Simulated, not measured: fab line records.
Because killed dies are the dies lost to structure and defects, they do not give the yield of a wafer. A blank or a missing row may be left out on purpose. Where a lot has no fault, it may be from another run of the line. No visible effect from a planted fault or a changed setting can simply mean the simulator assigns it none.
8D (eight disciplines) problem report, filled in by code -- flow nand harc -- the parts of the form that need people (team, actions taken, sign-off) are left out

## 1. WHAT WENT WRONG
At NHARC_P_STI_CD_MEAS_09, cd nm averages 222.0 nm over 6 wafers from 2 lots, while fault-free wafers read 199.8 nm, standard deviation 1.8. That puts it +12 standard deviations away from the usual mean.
The step: target cd 200 nm.
Seen first at day 10 10:31 on cd sem-03, wafer L525.3. At this step, 42 wafers from 14 lots have a number in the record. By rule, "out" or "out of limits" means more than 4 standard deviations away from the usual mean. The other wafers with a number count as sound.

## 2. WHAT IT IS, WHAT IT ISN'T
question,is,is not
which readings at this step,cd nm,-
which lots,"L525, L526","L507, L508, L509, L510, L511, L512, L514, L515, L516, L518, L522, L529"
which wafers of those lots,all that have a number,-
read on which gauges,"cd sem-01, cd sem-03",cd sem-02
when,from day 10 10:31,up to then (33 sound wafers); but 3 sound wafers of L529 came after

## 3. THE SUSPECTS, EACH WITH WHAT RULES IT OUT
Counting: a tool at any process step up to the reading remains a suspect when it ran all the lots that are out and ran no sound lot after the first of those.
- ruled out: the gauge at NHARC_P_STI_CD_MEAS_09. 2 gauges (cd sem-01, cd sem-03) read the wafers that are out.
- litho track-07 at NHARC_P_STI_PEB_07 (peb time 80 s): kept. It processed each lot that is out, first L525 at day 10 10:25, and no sound lot thereafter; up to then, the last sound lot it processed was L522 at day 9 05:45. Out on those wafers are its own readings of heater power total W, plate temp C.
The count leaves litho track-07 at NHARC_P_STI_PEB_07.

## 4. THE CAUSE (what the simulator had put in)
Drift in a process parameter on litho track-07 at NHARC_P_STI_PEB_07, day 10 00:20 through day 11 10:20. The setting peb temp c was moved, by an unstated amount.
The count eliminated every tool but this one.

## 5. THE EFFECT CHAIN, in route order
One row per reading whose mean, taken over the struck wafers that have a number, lies over 3 standard deviations from the usual. Scope: only readings with a usual standard deviation given in the record; hours: median across lots of the time from each lot's start at the first step in this table that gives one to its start at this step; sigmas: change in usual standard deviations.
hours,step,reading,usual,on struck wafers,change,sigmas
0,NHARC_P_STI_PEB_07,heater power total W,189.7 W,196.6,+6.9,+8.8
0,NHARC_P_STI_PEB_07,plate temp C,128.02 C,131.59,+3.57,+26
0,NHARC_P_STI_CD_MEAS_09,cd nm,199.8 nm,222.0,+22.2,+12
6,NHARC_P_STI_OCD_MEAS_17,trench foot cd nm,157.8 nm,180.2,+22.4,+12
It contains these process steps:
- NHARC_P_STI_PEB_07: peb time 80 s.

## 6. WHAT WOULD HAVE CAUGHT IT SOONER
10 hours passed between the start of the fault at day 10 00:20 and the first reading out of limits at a measuring or inspecting step in this record, taken at day 10 10:31.
The tool's own readings at NHARC_P_STI_PEB_07 were out on every struck wafer that the step has a row for (heater power total W, plate temp C): an alarm limit on them would have fired on the first of those.
Among the 2 lots that are out, L526 began NHARC_P_STI_PEB_07 on litho track-07 after day 10 10:31. A hold on the tool at that time would have spared it.
